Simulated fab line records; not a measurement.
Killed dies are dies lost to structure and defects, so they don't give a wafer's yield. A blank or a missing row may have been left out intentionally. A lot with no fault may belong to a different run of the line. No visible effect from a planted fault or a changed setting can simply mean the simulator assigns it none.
fab line records    flow n5Finfet
record: lots: 7  wafers: 21
route steps=1938 shown BEOL_M11@1560 BEOL_M12@1653 BEOL_M13@1662 BEOL_M14@1753
startH: hours from the record's opening day to when the first of the lot's shown wafers began    waitH: time in hours since the lot's previous step    " unchanged from the row above    L1.1+2: a row that stands for several wafers    - no value, or no start given    * or withheld: withheld    < > ~ a bound
route shown NAME@n: names a module that has steps shown in the file, with the first one's number in the route    usual: average and standard deviation across the fault-free wafers    same: alike in all rows    chamber/n: place in a boat    sites: the reading at each site    _std_site: how widely they spread, as a standard deviation    _edge_site: inner sites' mean taken away from outer sites' mean    radiusMm: how far each site lies from the wafer's centre    mask NAME#n: copy n    behind: tool/chamber where the wafer was last shaped    hold: cause of the lot's hold/its duration in hours/its outcome    device: names the non-switching transistor (n, p or np)    end of line: the route-end tests of the same wafers    step lacking rows: just its recipe    killed: at the first sort, the dies lost to defects and structure; wafer yield is something else    map: a wafer's dies, marking killed ones x, the rest . and places with no die _
set.NAME: the setting as run; set.NAME@STEP: as run at that earlier step    model.NAME: the simulator's own value behind a step, which no gauge read
one table per step and one row per wafer, for lots whose settings were changed on purpose
== steps ==
step: N5_BEOL_M11_COAT_63
recipe: resist: SOC  tempC: 250  timeS: 60  spinRpm: 1500  resistThkNm: 100
lot.wafer  tool           chamber  startH  waitH  set.spinRpm  model.SOC_of_BEOL_M11_COAT_63.thkNm
L081.1     lithoTrack-02  0        273.28  0.1    1589         97.4
L081.5     "              0        "       "      1500         100.2
L081.6     "              0        "       "      1589         97.2
L080.2+6   lithoTrack-04  0        276.89  0.0    1416         103.4
L080.5     "              0        "       "      1500         100.4
L079.1     lithoTrack-03  0        277.38  0.3    1500         100.6
L079.3     "              0        "       "      1500         100.2
L079.4     "              0        "       "      1500         100.4
L077.3     lithoTrack-02  0        280.31  1.0    1500         100
L077.5     "              0        "       "      1500         100.2
L077.6     "              0        "       "      1500         99.8
L085.1     lithoTrack-03  0        300.41  2.5    1500         100
L085.2+5   "              0        "       "      1602         96.8
L086.1+5   lithoTrack-03  0        308.88  0.2    1500         100.2
L086.6     "              0        "       "      1455         101.6
L088.1     lithoTrack-03  0        324.96  3.7    1575         97.4
L088.2     "              0        "       "      1575         97.8
L088.5     "              0        "       "      1500         100
step: N5_BEOL_M11_COAT_64
recipe: resist: SiARC  tempC: 220  timeS: 60  spinRpm: 1500  resistThkNm: 30
step: N5_BEOL_M11_COAT_22
recipe: resist: CAR-ArF  spinRpm: 1500  resistThkNm: 90
step: N5_BEOL_M11_DESCUM_33
recipe: chemistry: O2  timeS: 7.9  sourcePowerW: 50  biasPowerW: 20  pressureMtorr: 20  rfFrequencyHz: 2.712e+07  tempC: 40  resist: CAR-ArF  o2FlowSccm: 225
step: N5_BEOL_M11_ETCH_65
recipe: chemistry: CF4  target: SiARC  targetDepthA: 390  maskMaterial: CAR-ArF  timeS: 65  ionEnergyEv: 80  pressureMtorr: 40  sourceW: 545  biasW: 36  Ar_flow_sccm: 100  cf4FlowSccm: 100  ends: cleared
step: N5_BEOL_M11_ETCH_66
recipe: chemistry: N2/H2  target: SOC  targetDepthA: 1200  overetchA: 240  maskMaterial: SiARC  tempC: 40  timeS: 180  ionEnergyEv: 200  pressureMtorr: 30  sourceW: 840  biasW: 150  n2FlowSccm: 200  h2FlowSccm: 200
lot.wafer  tool        chamber  startH  waitH  set.spinRpm@BEOL_M11_COAT_63  model.etch.depthNm
L081.1     rieDiel-03  0        273.83  0.0    1589                          97.32
L081.5     "           3        "       "      1500                          100.3
L081.6     "           2        "       "      1589                          97.14
L080.2     rieDiel-03  0        277.43  0.0    1416                          103.4
L080.5     "           3        "       "      1500                          100.4
L080.6     "           2        "       "      1416                          103.3
L079.1     rieDiel-05  0        277.92  0.0    1500                          100.5
L079.3     "           3        "       "      1500                          100.2
L079.4     "           1        "       "      1500                          100.4
L077.3     rieDiel-03  3        280.85  0.0    1500                          100
L077.5     "           0        "       "      1500                          100.1
L077.6     "           3        "       "      1500                          99.85
L085.1     rieDiel-01  1        300.95  0.0    1500                          99.92
L085.2     "           2        "       "      1602                          96.78
L085.5     "           3        "       "      1602                          96.81
L086.1+5   rieDiel-05  2,1      309.31  0.0    1500                          100.2
L086.6     "           2        "       "      1455                          101.5
L088.1     rieDiel-05  1        325.38  0.0    1575                          97.47
L088.2     "           2        "       "      1575                          97.89
L088.5     "           2        "       "      1500                          100
step: N5_BEOL_M11_CURE_72
recipe: tempC: 370  timeS: 120  ambient: DMADMS/He  material: SiCOH_lowk
usual: lampPowerPct: 52.31/0.056
lot.wafer  tool       chamber  startH  waitH  set.timeS  lampPowerPct
L081.1     uvCure-01  2        274.62  0.2    120        52.26
L081.5     "          2        "       "      120        52.35
L081.6     "          2        "       "      120        52.26
L080.2     uvCure-03  0        278.10  0.1    120        52.37
L080.5     "          0        "       "      120        52.35
L080.6     "          0        "       "      103.3      52.26
L079.1     uvCure-03  1        278.82  0.3    120        52.28
L079.3     "          1        "       "      120        52.28
L079.4     "          1        "       "      120        52.32
L077.3     uvCure-02  1        281.56  0.1    132.8      51.70
L077.5     "          1        "       "      120        52.16
L077.6     "          1        "       "      132.8      51.71
L085.1     uvCure-02  0        301.56  0.0    120        52.36
L085.2     "          0        "       "      143.4      51.28
L085.5     "          0        "       "      143.4      51.20
L086.1     uvCure-03  1        309.92  0.0    120        52.29
L086.5     "          1        "       "      144.1      51.37
L086.6     "          1        "       "      144.1      51.39
L088.1     uvCure-01  0        325.99  0.0    120        52.29
L088.2     "          0        "       "      120        52.18
L088.5     "          0        "       "      120        52.24
step: N5_BEOL_M11_ALD_74
recipe: material: TaN  targetThkA: 20  tempC: 275  aldPrecursorFamily: PDMAT  aldCoReactant: NH3  pressureTorr: 3  carrierFlowSccm: 1500  pulseTimeS: 2  purgeTimeS: 3  coReactantPurgeTimeS: 2  coReactantPulseTimeS: 3  aldCycles: 40  precursorVesselTempC: 75  precursorVesselPressureTorr: 26.25  precursorVesselCarrierSccm: 1000
lot.wafer   tool         chamber  startH  waitH  set.aldCycles  model.TaN_of_BEOL_M11_ALD_74.thkNm
L081.1+6    aldMetal-04  2,3      275.86  0.2    40             2
L081.5      "            0        "       "      37             1.8
L080.2      aldMetal-03  0        280.60  0.0    45             2.2
L080.5+6    "            1,0      "       "      40             2
L079.1+3+4  aldMetal-04  2,0,3    281.32  0.0    40             2
L077.3+5+6  aldMetal-02  1,1,2    282.11  0.0    40             2
L085.1+2    aldMetal-04  3,1      303.02  0.0    34             1.6
L085.5      "            2        "       "      34             1.8
L086.1+6    aldMetal-02  0,2      310.38  0.0    35             1.8
L086.5      "            3        "       "      40             2
L088.1+5    aldMetal-03  0,3      326.65  0.1    40             2
L088.2      "            1        "       "      46             2.4
step: N5_BEOL_M12_CMP_49
recipe: stopOn: SiOC  tOverpolishS: 20.6  downForcePsi: 1  platenRpm: 50  clearingPlatenDownForcePsi: 1.5  clearingPlatenRpm: 50  postCmpClean: cuAlkaline  targetThkNm: 320  clearingPlatenPadVelocityMS: 0.99484  padVelocityMS: 0.99484
usual: barrierFieldEndpointS: 30.2/0.91
lot.wafer  tool    chamber  startH  waitH  set.downForcePsi  barrierFieldEndpointS
L081.1     cmp-02  3        283.34  0.3    1.105             26.6
L081.6     "       1        "       "      1                 29.2
L081.5     "       2        "       "      1                 29.2
L079.4     cmp-01  3        287.95  0.1    1                 31.0
L079.3     "       0        "       "      1                 29.9
L079.1     "       2        "       "      1                 31.4
L080.2     cmp-02  0        288.33  0.3    1                 30.9
L080.5     "       1        "       "      1                 30.5
L080.6     "       2        "       "      1                 31.4
L077.3     cmp-01  1        289.04  0.2    1                 30.5
L077.5     "       1        "       "      1                 31.2
L077.6     "       2        "       "      1                 31.6
L085.2     cmp-01  2        309.02  0.4    1                 31.2
L085.1     "       3        "       "      1.122             27.5
L085.5     "       3        "       "      1                 30.5
L086.1     cmp-02  2        316.47  0.3    1                 29.8
L086.6     "       1        "       "      1.176             24.9
L086.5     "       2        "       "      1                 30.4
L088.2     cmp-02  3        336.26  0.2    1                 29.1
L088.1     "       0        "       "      1                 30.8
L088.5     "       3        "       "      1.121             25.6
step: N5_BEOL_M13_COAT_04
recipe: spinRpm: 1625  resistThkNm: 400
lot.wafer  tool           chamber  startH  waitH  set.spinRpm  model.coat_of_BEOL_M13_COAT_04.thkNm
L081.1     lithoTrack-05  0        -       -      1625         399.8
L081.5     "              0        "       "      1625         397.8
L081.6     "              0        "       "      1625         398
L079.1     lithoTrack-03  0        -       -      1625         398
L079.3     "              0        "       "      1625         398.4
L079.4     "              0        "       "      1625         398.6
L080.2     lithoTrack-05  0        -       -      1625         400.2
L080.5     "              0        "       "      1625         398.6
L080.6     "              0        "       "      1625         399.4
L077.3     lithoTrack-05  0        -       -      1544         409
L077.5     "              0        "       "      1625         398.2
L077.6     "              0        "       "      1625         399.2
L085.1     lithoTrack-03  0        -       -      1681         394.2
L085.2     "              0        "       "      1681         393.6
L085.5     "              0        "       "      1625         401.6
L086.1     lithoTrack-03  0        -       -      1625         400.2
L086.5     "              0        "       "      1625         399.2
L086.6     "              0        "       "      1625         401.2
L088.1     lithoTrack-05  0        -       -      1748         387.4
L088.2     "              0        "       "      1625         401.6
L088.5     "              0        "       "      1748         387.2
step: N5_BEOL_M13_EBR_06
recipe: solvent: PGMEA  ebrWidthMm: 1.5
step: N5_BEOL_M13_SOFTBAKE_05
recipe: tempC: 130  timeS: 60
step: N5_BEOL_M13_DESCUM_15
recipe: chemistry: O2  timeS: 7.9  sourcePowerW: 50  biasPowerW: 20  pressureMtorr: 20  rfFrequencyHz: 2.712e+07  tempC: 40  o2FlowSccm: 225
step: N5_BEOL_M13_ETCH_59
recipe: chemistry: N2/H2  target: BARC  targetDepthA: 890  overetchA: 267  timeS: 67.9  ionEnergyEv: 200  pressureMtorr: 30  sourceW: 840  biasW: 150  n2FlowSccm: 200  h2FlowSccm: 200
lot.wafer  tool        chamber  startH  waitH  set.spinRpm@BEOL_M13_COAT_04  model.coat_of_BEOL_M13_COAT_04.thkNm
L081.1     rieDiel-05  2        284.32  0.0    1625                          318.8
L081.5     "           3        "       "      1625                          320
L081.6     "           0        "       "      1625                          317.4
L079.1     rieDiel-05  3        289.01  0.0    1625                          319.2
L079.3     "           1        "       "      1625                          317
L079.4     "           2        "       "      1625                          316.8
L080.2     rieDiel-05  0        289.40  0.0    1625                          318.8
L080.5     "           2        "       "      1625                          317
L080.6     "           1        "       "      1625                          318.2
L077.3     rieDiel-03  3        290.23  0.0    1544                          326.6
L077.5     "           3        "       "      1625                          315.8
L077.6     "           0        "       "      1625                          316.4
L085.1     rieDiel-01  1        310.29  0.0    1681                          314.6
L085.2     "           2        "       "      1681                          310.8
L085.5     "           0        "       "      1625                          315.4
L086.1     rieDiel-05  2        317.50  0.0    1625                          319.2
L086.5     "           1        "       "      1625                          318.2
L086.6     "           0        "       "      1625                          320.2
L088.1     rieDiel-05  0        337.45  0.0    1748                          306.4
L088.2     "           2        "       "      1625                          320.8
L088.5     "           0        "       "      1748                          306.2
step: N5_BEOL_M13_VIA_ETCH_16
recipe: chemistry: C4F8/O2/Ar  target: SiOC  pressureMtorr: 30  sourceW: 3000  biasW: 700  Ar_flow_sccm: 400  C4F8_flow_sccm: 15  O2_flow_sccm: 8  heInnerTorr: 15  heOuterTorr: 30  targetDepthA: 9217  timeS: withheld  ionEnergyEv: 250  ends: cleared
step: N5_BEOL_M13_STRIP_63
recipe: chemistry: N2/H2  powerW: 1000  tempC: 250  h2Frac: 0.65  overashFraction: 0.3  pressureMtorr: 1000  n2FlowSccm: 1750  h2FlowSccm: 3250
usual: stripTimeToEndpointS: 28.1/1.2
lot.wafer  tool            chamber  startH  waitH  set.spinRpm@BEOL_M13_COAT_04  stripTimeToEndpointS
L081.1     plasmaAsher-02  1        284.61  -      1625                          28.7
L081.5     "               1        "       "      1625                          28.5
L081.6     "               0        "       "      1625                          27.7
L079.1     plasmaAsher-02  0        289.65  -      1625                          29.0
L079.3     "               1        "       "      1625                          28.7
L079.4     "               0        "       "      1625                          27.8
L080.2     plasmaAsher-02  1        289.83  -      1625                          28.5
L080.5     "               1        "       "      1625                          26.5
L080.6     "               0        "       "      1625                          27.8
L077.3     plasmaAsher-02  1        290.54  -      1544                          30.7
L077.5     "               1        "       "      1625                          27.8
L077.6     "               0        "       "      1625                          26.4
L085.1     plasmaAsher-01  1        310.58  -      1681                          26.5
L085.2     "               0        "       "      1681                          27.1
L085.5     "               0        "       "      1625                          27.4
L086.1     plasmaAsher-02  1        317.80  -      1625                          27.6
L086.5     "               0        "       "      1625                          27.7
L086.6     "               1        "       "      1625                          26.7
L088.1     plasmaAsher-01  0        337.73  -      1748                          24.6
L088.2     "               1        "       "      1625                          29.4
L088.5     "               1        "       "      1748                          24.9
step: N5_BEOL_M13_TRENCH_ETCH_34
recipe: chemistry: C4F8/O2/Ar  target: SiOC  targetDepthA: 4134.7  maskMaterial: SOC  pressureMtorr: 30  sourceW: 3000  biasW: 700  Ar_flow_sccm: 400  C4F8_flow_sccm: 15  O2_flow_sccm: 8  heInnerTorr: 15  heOuterTorr: 30  timeS: 162.6  ionEnergyEv: 250
lot.wafer  tool        chamber  startH  waitH  set.timeS  model.etch.depthNm
L081.1     rieDiel-03  1        285.70  0.0    162.6      411.3
L081.5     "           0        "       "      162.6      414.9
L081.6     "           1        "       "      162.6      407.3
L079.1     rieDiel-01  1        290.80  0.0    162.6      418
L079.3     "           0        "       "      162.6      426.6
L079.4     "           3        "       "      162.6      414
L080.2     rieDiel-03  3        291.13  0.0    162.6      411.4
L080.5     "           2        "       "      162.6      402.7
L080.6     "           1        "       "      162.6      409.3
L077.3     rieDiel-01  3        291.67  0.0    162.6      412.6
L077.5     "           3        "       "      162.6      413.2
L077.6     "           0        "       "      162.6      421.4
L085.1     rieDiel-03  2        311.61  0.0    162.6      402.8
L085.2     "           1        "       "      175.1      441.2
L085.5     "           1        "       "      162.6      407.8
L086.1     rieDiel-03  3        318.89  0.0    162.6      413.2
L086.5     "           0        "       "      162.6      413.6
L086.6     "           1        "       "      162.6      406.7
L088.1     rieDiel-03  3        338.76  0.0    162.6      414.3
L088.2     "           1        "       "      151.4      380
L088.5     "           1        "       "      162.6      407
step: N5_BEOL_M13_STRIP_70
recipe: chemistry: C4F8/O2/Ar  resist: SiARC  rfFrequencyHz: 6e+07
step: N5_BEOL_M13_OCD_MEAS_35
usual: trenchDepthNm: 413/7.5
lot.wafer  tool    chamber  startH  waitH  set.timeS@BEOL_M13_TRENCH_ETCH_34  trenchDepthNm
L081.1     ocd-02  -        285.87  0.0    162.6                              411
L081.5     "       -        "       "      162.6                              415
L081.6     "       -        "       "      162.6                              407
L079.1     ocd-01  -        290.98  0.0    162.6                              418
L079.3     "       -        "       "      162.6                              427
L079.4     "       -        "       "      162.6                              414
L080.2     ocd-01  -        291.30  0.0    162.6                              411
L080.5     "       -        "       "      162.6                              403
L080.6     "       -        "       "      162.6                              409
L077.3     ocd-01  -        291.85  0.0    162.6                              413
L077.5     "       -        "       "      162.6                              413
L077.6     "       -        "       "      162.6                              422
L085.1     ocd-01  -        311.78  0.0    162.6                              403
L085.2     "       -        "       "      175.1                              441
L085.5     "       -        "       "      162.6                              408
L086.1     ocd-01  -        319.06  0.0    162.6                              413
L086.5     "       -        "       "      162.6                              414
L086.6     "       -        "       "      162.6                              407
L088.1     ocd-02  -        338.94  0.0    162.6                              415
L088.2     "       -        "       "      151.4                              380
L088.5     "       -        "       "      162.6                              407
step: N5_BEOL_M13_STRIP_37
recipe: chemistry: N2/H2  powerW: 1000  tempC: 250  h2Frac: 0.65  overashFraction: 0.3  pressureMtorr: withheld  n2FlowSccm: 1750  h2FlowSccm: 3250
step: N5_BEOL_M13_ETCH_38
recipe: chemistry: CF4/N2  target: SiCN  targetDepthA: 675  taperDeg: 2  timeS: 71.9  ionEnergyEv: 150  maskMaterial: SiO2  pressureMtorr: 40  sourceW: 430  biasW: 70  Ar_flow_sccm: 100  cf4FlowSccm: 60  n2FlowSccm: 60
step: N5_BEOL_M13_ECD_47
recipe: material: Cu  targetThkA: 9360
step: N5_BEOL_M13_ANNEAL_48
recipe: tempC: 225  timeS: 90  ambient: N2
step: N5_BEOL_M13_CMP_49
recipe: stopOn: SiOC  tOverpolishS: 17.1  downForcePsi: 1  platenRpm: 50  clearingPlatenDownForcePsi: 1.5  clearingPlatenRpm: 50  postCmpClean: cuAlkaline  targetThkNm: 420  clearingPlatenPadVelocityMS: 0.99484  padVelocityMS: 0.99484
lot.wafer  tool    chamber  startH  waitH  set.timeS@BEOL_M13_TRENCH_ETCH_34  model.Cu_of_BEOL_M13_ECD_47.thkNm
L081.1     cmp-03  2        290.58  0.4    162.6                              419.8
L081.5     "       3        "       "      162.6                              423.2
L081.6     "       0        "       "      162.6                              412.6
L079.3     cmp-02  2        294.14  0.2    162.6                              432.2
L079.1     "       3        "       "      162.6                              423.8
L079.4     "       0        "       "      162.6                              421.8
L080.2     cmp-04  1        294.36  0.3    162.6                              416.2
L080.6     "       3        "       "      162.6                              413.8
L080.5     "       0        "       "      162.6                              411
L077.3     cmp-04  0        294.67  0.3    162.6                              419.2
L077.6     "       1        "       "      162.6                              425.6
L077.5     "       2        "       "      162.6                              420
L085.2     cmp-04  2        315.96  0.2    175.1                              448.8
L085.1     "       3        "       "      162.6                              407.2
L085.5     "       3        "       "      162.6                              413.6
L086.1     cmp-03  2        321.25  0.3    162.6                              420.8
L086.6     "       0        "       "      162.6                              411.8
L086.5     "       1        "       "      162.6                              421
L088.1     cmp-03  0        345.45  0.3    162.6                              417.6
L088.2     "       2        "       "      151.4                              385.8
L088.5     "       0        "       "      162.6                              409.4
step: N5_BEOL_M13_THK_MEAS_50
recipe: thkMeasGauge: xrf  reads: Cu_of_BEOL_M13_ECD_47
usual: M13_THK: 425/8.4
lot.wafer  tool          chamber  startH  waitH  set.timeS@BEOL_M13_TRENCH_ETCH_34  M13_THK[nm]
L081.1     filmMetro-02  -        290.77  -      162.6                              426
L081.5     "             -        "       "      162.6                              432
L081.6     "             -        "       "      162.6                              421
L079.1     filmMetro-02  -        294.44  -      162.6                              431
L079.3     "             -        "       "      162.6                              442
L079.4     "             -        "       "      162.6                              431
L080.2     filmMetro-01  -        294.58  -      162.6                              420
L080.5     "             -        "       "      162.6                              417
L080.6     "             -        "       "      162.6                              420
L077.3     filmMetro-01  -        294.85  -      162.6                              423
L077.5     "             -        "       "      162.6                              424
L077.6     "             -        "       "      162.6                              430
L085.1     filmMetro-02  -        316.26  -      162.6                              414
L085.2     "             -        "       "      175.1                              455
L085.5     "             -        "       "      162.6                              420
L086.1     filmMetro-01  -        321.47  -      162.6                              425
L086.5     "             -        "       "      162.6                              426
L086.6     "             -        "       "      162.6                              415
L088.1     filmMetro-01  -        345.71  -      162.6                              417
L088.2     "             -        "       "      151.4                              386
L088.5     "             -        "       "      162.6                              410
step: N5_BEOL_M13_PRE_CLEAN_52
recipe: gas: NH3  timeS: 15  tempC: withheld  rfPowerW: 300
step: N5_BEOL_M13_DEP_53
recipe: material: SiCN  targetThkA: 500  tempC: withheld  precursor: 3MS/NH3  pressureTorr: 3  rfW: 675  timeS: 17.8
step: N5_BEOL_M13_RS_MEAS_54
recipe: thkMeasGauge: four-point-probe  reads: Cu_of_BEOL_M13_ECD_47+Ta_of_BEOL_M13_SPUTTER_44+TaN_of_BEOL_M13_SPUTTER_43
usual: M13_RS: 0.0450/0.00086
lot.wafer  tool          chamber  startH  waitH  set.timeS@BEOL_M13_TRENCH_ETCH_34  M13_RS[ohm/sq]
L081.1     filmMetro-02  -        290.89  0.0    162.6                              0.0450
L081.5     "             -        "       "      162.6                              0.0446
L081.6     "             -        "       "      162.6                              0.0458
L079.1     filmMetro-02  -        294.57  0.0    162.6                              0.0445
L079.3     "             -        "       "      162.6                              0.0437
L079.4     "             -        "       "      162.6                              0.0448
L080.2     filmMetro-02  -        294.71  0.1    162.6                              0.0453
L080.5     "             -        "       "      162.6                              0.0460
L080.6     "             -        "       "      162.6                              0.0457
L077.3     filmMetro-02  -        294.98  0.1    162.6                              0.0451
L077.5     "             -        "       "      162.6                              0.0449
L077.6     "             -        "       "      162.6                              0.0442
L085.1     filmMetro-02  -        316.38  0.0    162.6                              0.0463
L085.2     "             -        "       "      175.1                              0.0419
L085.5     "             -        "       "      162.6                              0.0457
L086.1     filmMetro-02  -        321.64  0.0    162.6                              0.0449
L086.5     "             -        "       "      162.6                              0.0448
L086.6     "             -        "       "      162.6                              0.0458
L088.1     filmMetro-01  -        345.84  0.0    162.6                              0.0451
L088.2     "             -        "       "      151.4                              0.0491
L088.5     "             -        "       "      162.6                              0.0460
step: N5_BEOL_M14_TRENCH_ETCH_34
recipe: chemistry: C4F8/O2/Ar  target: SiO2  targetDepthA: 5566.5  maskMaterial: SOC  heInnerTorr: 15  heOuterTorr: 30  timeS: 126.9  ionEnergyEv: 800  pressureMtorr: 20  sourceW: 1905  biasW: 2040  Ar_flow_sccm: 400  C4F8_flow_sccm: 16  O2_flow_sccm: 12
usual: rfVppV: 2215/34
lot.wafer  tool        chamber  startH  waitH  set.biasW  rfVppV
L081.1     rieDiel-04  2        293.19  0.0    2040       2193
L081.5     "           0        "       "      2040       2212
L081.6     "           1        "       "      2385       2489
L079.1     rieDiel-04  3        296.77  0.0    2040       2202
L079.3     "           0        "       "      2040       2212
L079.4     "           1        "       "      2040       2234
L080.2     rieDiel-02  3        296.80  0.0    2040       2282
L080.5     "           3        "       "      2040       2280
L080.6     "           2        "       "      2040       2216
L077.3     rieDiel-02  2        297.79  0.0    2040       2215
L077.5     "           1        "       "      2040       2138
L077.6     "           2        "       "      2040       2216
L085.1     rieDiel-04  0        318.60  0.0    2040       2211
L085.2     "           3        "       "      1857       2060
L085.5     "           1        "       "      2040       2234
L086.1     rieDiel-06  1        323.84  0.0    2385       2456
L086.5     "           3        "       "      2040       2276
L086.6     "           0        "       "      2385       2481
L088.1     rieDiel-04  0        347.91  0.0    2040       2212
L088.2     "           3        "       "      2040       2199
L088.5     "           2        "       "      2040       2191
step: N5_BEOL_M14_SPUTTER_43
recipe: material: TaN  targetThkA: 150  tempC: 50  biasV: 168.6  powerW: 15000  chamberPressurePa: 0.12  timeS: 24.19
lot.wafer  tool           chamber  startH  waitH  set.powerW  model.TaN_of_BEOL_M14_SPUTTER_43.thkNm
L081.1     pvdSputter-01  -        300.19  0.0    15750       16
L081.5     "              -        "       "      15750       15.6
L081.6     "              -        "       "      15000       15
L079.1     pvdSputter-02  -        303.86  0.0    15000       15
L079.3+4   "              -        "       "      15000       14.8
L080.2     pvdSputter-02  -        304.18  0.0    15000       15
L080.5+6   "              -        "       "      12810       12.8
L077.3     pvdSputter-02  -        304.54  0.0    15860       16
L077.5     "              -        "       "      15860       15.8
L077.6     "              -        "       "      15000       15
L085.1     pvdSputter-01  -        319.98  0.0    15000       15
L085.2+5   "              -        "       "      15000       15.2
L086.1     pvdSputter-03  -        327.16  0.0    15000       14.8
L086.5+6   "              -        "       "      13900       13.8
L088.1     pvdSputter-03  -        348.73  0.0    15000       14.8
L088.2     "              -        "       "      12870       13
L088.5     "              -        "       "      12870       12.6
== key ==
split: step: N5_BEOL_M11_COAT_63  setting: spinRpm  stated: 1500  by: wafer
response: step: N5_BEOL_M11_COAT_63  reading: model.SOC_of_BEOL_M11_COAT_63.thkNm  change: -0.49  per: 1%  r: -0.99
response: step: N5_BEOL_M11_ETCH_66  reading: model.etch.depthNm  change: -0.489  per: 1%  r: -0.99
split: step: N5_BEOL_M11_CURE_72  setting: timeS  stated: 120  by: wafer
response: step: N5_BEOL_M11_CURE_72  reading: lampPowerPct  shape: bent  atLowest: *  atStated: *  atHighest: *
split: step: N5_BEOL_M11_ALD_74  setting: aldCycles  stated: 40  by: wafer
response: step: N5_BEOL_M11_ALD_74  reading: model.TaN_of_BEOL_M11_ALD_74.thkNm  change: +0.0211  per: 1%  r: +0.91
split: step: N5_BEOL_M12_CMP_49  setting: downForcePsi  stated: 1  by: wafer
response: step: N5_BEOL_M12_CMP_49  reading: barrierFieldEndpointS  change: -0.296  per: 1%  r: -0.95
split: step: N5_BEOL_M13_COAT_04  setting: spinRpm  stated: 1625  by: wafer
response: step: N5_BEOL_M13_COAT_04  reading: model.coat_of_BEOL_M13_COAT_04.thkNm  change: -1.98  per: 1%  r: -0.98
response: step: N5_BEOL_M13_ETCH_59  reading: model.coat_of_BEOL_M13_COAT_04.thkNm  change: -1.82  per: 1%  r: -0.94
response: step: N5_BEOL_M13_STRIP_63  reading: stripTimeToEndpointS  change: *  per: 1%  r: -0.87
split: step: N5_BEOL_M13_TRENCH_ETCH_34  setting: timeS  stated: 162.6  by: wafer
response: step: N5_BEOL_M13_TRENCH_ETCH_34  reading: model.etch.depthNm  change: +4.57  per: 1%  r: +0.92
response: step: N5_BEOL_M13_OCD_MEAS_35  reading: trenchDepthNm  change: +4.58  per: 1%  r: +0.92
response: step: N5_BEOL_M13_CMP_49  reading: model.Cu_of_BEOL_M13_ECD_47.thkNm  change: +4.56  per: 1%  r: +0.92
response: step: N5_BEOL_M13_THK_MEAS_50  reading: M13_THK  change: +4.49  per: 1%  r: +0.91
response: step: N5_BEOL_M13_RS_MEAS_54  reading: M13_RS  change: -0.000527  per: 1%  r: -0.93
split: step: N5_BEOL_M14_TRENCH_ETCH_34  setting: biasW  stated: 2040  by: wafer
response: step: N5_BEOL_M14_TRENCH_ETCH_34  reading: rfVppV  change: +14.7  per: 1%  r: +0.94
split: step: N5_BEOL_M14_SPUTTER_43  setting: powerW  stated: 15000  by: wafer
response: step: N5_BEOL_M14_SPUTTER_43  reading: model.TaN_of_BEOL_M14_SPUTTER_43.thkNm  change: +0.146  per: 1%  r: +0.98
